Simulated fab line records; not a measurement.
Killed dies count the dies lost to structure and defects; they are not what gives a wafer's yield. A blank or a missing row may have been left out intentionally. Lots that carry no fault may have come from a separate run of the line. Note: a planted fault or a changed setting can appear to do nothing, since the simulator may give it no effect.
Chamber matching || flow n5-finfet || N5_BEOL_M9_ILD_DEP_00 on pecvd-03 has 3 sister chambers
The step deposits SiCOH lowk from DEMS/porogen, target thk 308.51 nm, time 58 s. 20 wafers are shown with their chamber, then 10 later ones without.

== WAFERS WITH THEIR CHAMBER ==
{"wafer": "L074.1", "chamber": 0, "showerhead-plenum-p-Torr (Torr)": 5.741, "heater-power-w (W)": 322, "throttle-valve-pct (%)": 13.1}
{"wafer": "L074.3", "chamber": 1, "showerhead-plenum-p-Torr (Torr)": 5.734, "heater-power-w (W)": 253, "throttle-valve-pct (%)": 13.6}
{"wafer": "L074.5", "chamber": 0, "showerhead-plenum-p-Torr (Torr)": 5.746, "heater-power-w (W)": 319, "throttle-valve-pct (%)": 13.4}
{"wafer": "L077.1", "chamber": 2, "showerhead-plenum-p-Torr (Torr)": 5.720, "heater-power-w (W)": 269, "throttle-valve-pct (%)": 13.3}
{"wafer": "L077.4", "chamber": 2, "showerhead-plenum-p-Torr (Torr)": 5.719, "heater-power-w (W)": 276, "throttle-valve-pct (%)": 13.2}
{"wafer": "L077.6", "chamber": 0, "showerhead-plenum-p-Torr (Torr)": 5.737, "heater-power-w (W)": 254, "throttle-valve-pct (%)": 13.2}
{"wafer": "L080.1", "chamber": 0, "showerhead-plenum-p-Torr (Torr)": 5.730, "heater-power-w (W)": 286, "throttle-valve-pct (%)": 13.4}
{"wafer": "L080.2", "chamber": 2, "showerhead-plenum-p-Torr (Torr)": 5.721, "heater-power-w (W)": 312, "throttle-valve-pct (%)": 13.3}
{"wafer": "L080.6", "chamber": 0, "showerhead-plenum-p-Torr (Torr)": 5.743, "heater-power-w (W)": 296, "throttle-valve-pct (%)": 13.4}
{"wafer": "L079.1", "chamber": 1, "showerhead-plenum-p-Torr (Torr)": 5.744, "heater-power-w (W)": 235, "throttle-valve-pct (%)": 13.3}
{"wafer": "L079.2", "chamber": 0, "showerhead-plenum-p-Torr (Torr)": 5.731, "heater-power-w (W)": 295, "throttle-valve-pct (%)": 13.3}
{"wafer": "L079.3", "chamber": 2, "showerhead-plenum-p-Torr (Torr)": 5.714, "heater-power-w (W)": 335, "throttle-valve-pct (%)": 13.2}
{"wafer": "L079.4", "chamber": 0, "showerhead-plenum-p-Torr (Torr)": 5.737, "heater-power-w (W)": 300, "throttle-valve-pct (%)": 13.8}
{"wafer": "L079.5", "chamber": 2, "showerhead-plenum-p-Torr (Torr)": 5.718, "heater-power-w (W)": 329, "throttle-valve-pct (%)": 13.7}
{"wafer": "L079.6", "chamber": 1, "showerhead-plenum-p-Torr (Torr)": 5.732, "heater-power-w (W)": 243, "throttle-valve-pct (%)": 13.3}
{"wafer": "L084.1", "chamber": 1, "showerhead-plenum-p-Torr (Torr)": 5.730, "heater-power-w (W)": 247, "throttle-valve-pct (%)": 13.6}
{"wafer": "L084.3", "chamber": 0, "showerhead-plenum-p-Torr (Torr)": 5.752, "heater-power-w (W)": 297, "throttle-valve-pct (%)": 13.4}
{"wafer": "L084.5", "chamber": 1, "showerhead-plenum-p-Torr (Torr)": 5.718, "heater-power-w (W)": 255, "throttle-valve-pct (%)": 13.4}
{"wafer": "L088.3", "chamber": 1, "showerhead-plenum-p-Torr (Torr)": 5.732, "heater-power-w (W)": 212, "throttle-valve-pct (%)": 13.3}
{"wafer": "L088.4", "chamber": 0, "showerhead-plenum-p-Torr (Torr)": 5.744, "heater-power-w (W)": 327, "throttle-valve-pct (%)": 13.4}

SIGNATURES (averages over the wafers above)
{"reading": "showerhead-plenum-p-Torr", "chamber 0": 5.74011, "chamber 1": 5.73167, "chamber 2": 5.71840, "scatter within a chamber": 0.00678}
{"reading": "heater-power-w", "chamber 0": 299.56, "chamber 1": 240.83, "chamber 2": 304.20, "scatter within a chamber": 22.8}
{"reading": "throttle-valve-pct", "chamber 0": 13.378, "chamber 1": 13.417, "chamber 2": 13.340, "scatter within a chamber": 0.184}
Rule: distance of a wafer from a chamber = root of the sum over the readings of ((wafer's reading minus chamber's mean) / reading's scatter) squared. The wafer belongs to the nearest chamber; if the next one is less than 2 further off, it can't be placed. The scatter is the square root of a quotient: the sum, over the shown wafers, of each reading's squared deviation from its chamber's mean, divided by wafers minus chambers.

== WAFERS WITH NO CHAMBER GIVEN ==
{"wafer": "L088.5", "showerhead-plenum-p-Torr (Torr)": 5.725, "heater-power-w (W)": 225, "throttle-valve-pct (%)": 13.3}
{"wafer": "L087.2", "showerhead-plenum-p-Torr (Torr)": 5.732, "heater-power-w (W)": 273, "throttle-valve-pct (%)": 13.4}
{"wafer": "L087.3", "showerhead-plenum-p-Torr (Torr)": 5.709, "heater-power-w (W)": 303, "throttle-valve-pct (%)": 13.4}
{"wafer": "L087.4", "showerhead-plenum-p-Torr (Torr)": 5.733, "heater-power-w (W)": 320, "throttle-valve-pct (%)": 13.4}
{"wafer": "L091.1", "showerhead-plenum-p-Torr (Torr)": 5.727, "heater-power-w (W)": 320, "throttle-valve-pct (%)": 13.4}
{"wafer": "L091.2", "showerhead-plenum-p-Torr (Torr)": 5.733, "heater-power-w (W)": 251, "throttle-valve-pct (%)": 13.4}
{"wafer": "L091.5", "showerhead-plenum-p-Torr (Torr)": 5.704, "heater-power-w (W)": 321, "throttle-valve-pct (%)": 13.4}
{"wafer": "L097.1", "showerhead-plenum-p-Torr (Torr)": 5.749, "heater-power-w (W)": 264, "throttle-valve-pct (%)": 13.2}
{"wafer": "L097.2", "showerhead-plenum-p-Torr (Torr)": 5.733, "heater-power-w (W)": 324, "throttle-valve-pct (%)": 13.4}
{"wafer": "L097.4", "showerhead-plenum-p-Torr (Torr)": 5.703, "heater-power-w (W)": 338, "throttle-valve-pct (%)": 13.3}

== WHICH CHAMBER EACH WENT THROUGH ==
{"wafer": "L088.5", "from the rows above": 1, "in truth": 1}
{"wafer": "L087.2", "from the rows above": "can't be placed: 1 or 0 or 2", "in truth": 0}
{"wafer": "L087.3", "from the rows above": 2, "in truth": 2}
{"wafer": "L087.4", "from the rows above": "can't be placed: 0 or 2", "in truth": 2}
{"wafer": "L091.1", "from the rows above": "can't be placed: 2 or 0", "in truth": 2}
{"wafer": "L091.2", "from the rows above": "can't be placed: 1 or 0", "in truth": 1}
{"wafer": "L091.5", "from the rows above": 2, "in truth": 2}
{"wafer": "L097.1", "from the rows above": "can't be placed: 0 or 1", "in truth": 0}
{"wafer": "L097.2", "from the rows above": "can't be placed: 0 or 2", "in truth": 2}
{"wafer": "L097.4", "from the rows above": 2, "in truth": 2}
Placed correctly: 4 of 10. From these rows, 6 cannot be placed; in 6 the true chamber is one of the candidates. Wrongly placed: 0.
